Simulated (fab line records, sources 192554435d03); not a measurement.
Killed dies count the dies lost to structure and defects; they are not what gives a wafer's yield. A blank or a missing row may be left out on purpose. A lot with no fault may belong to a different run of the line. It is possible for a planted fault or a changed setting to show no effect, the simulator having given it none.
What tool caused it?    flow n5 finfet    10 lots, 30 wafers sampled, at 1 step of a route of 1938

== WHAT THE GAUGES SHOWED, per wafer ==
N5_BEOL_M6_OVL_MEAS_29.
lot   measured      on          V5_OVL (nm)
L311  day 8 22:15   overlay-01  0.1 -0.3 0.6
L313  day 9 14:14   overlay-01  -0.6 -0.5 0.4
L317  day 10 13:47  overlay-02  -0.2 -0.4 -1.2
L319  day 11 11:30  overlay-01  -0.4 0.0 0.0
L323  day 12 13:47  overlay-01  0.7 0.3 0.4
L321  day 12 16:07  overlay-01  0.2 0.6 -0.1
L322  day 12 16:34  overlay-01  -0.5 0.2 0.7
L327  day 13 17:13  overlay-02  -1.0 -2.0 -1.3
L331  day 14 04:57  overlay-02  -1.2 -0.4 -0.3
L332  day 15 00:51  overlay-01  0.2 -0.6 -0.4

== WHAT TOOL EACH LOT RAN ON (gives the tool, then ch and the chambers of the sampled wafers, and finally the start) ==
No process step before these readings appears in the record.

== WHAT THE TOOLS THEMSELVES READ (means of the sampled wafers that have a number; where no wafer has one, the mark that the record gives instead) ==
The record holds no such reading with a usual standard deviation.

== THE ANSWER, worked out from the rows above alone ==
Rule: usual is defined by the lots themselves. Put in order of their means at a reading, lots are off if they are a third of the lots or fewer, leave a main group of 4 or more, and stand apart from it by a gap of 3 or more times the standard deviation of the main group's means; of several such gaps the widest counts. The tables above print the reading to a certain number of digits; a main group whose means all agree to those digits is not used. Also off: a lot with no number at a reading for which 4 or more lots have one. All remaining lots with rows at the step are treated as sound. Order of review: gauges by route order, followed by the tools' own readings, for which a lot's mean as printed above is used. At the first step where some lot is off, the reading lying furthest off is the one used; lots without a number count as furthest.
No lot is off on any of the readings shown, so nothing can be concluded from this.

== WHAT WAS PUT IN BY THE SIMULATOR ==
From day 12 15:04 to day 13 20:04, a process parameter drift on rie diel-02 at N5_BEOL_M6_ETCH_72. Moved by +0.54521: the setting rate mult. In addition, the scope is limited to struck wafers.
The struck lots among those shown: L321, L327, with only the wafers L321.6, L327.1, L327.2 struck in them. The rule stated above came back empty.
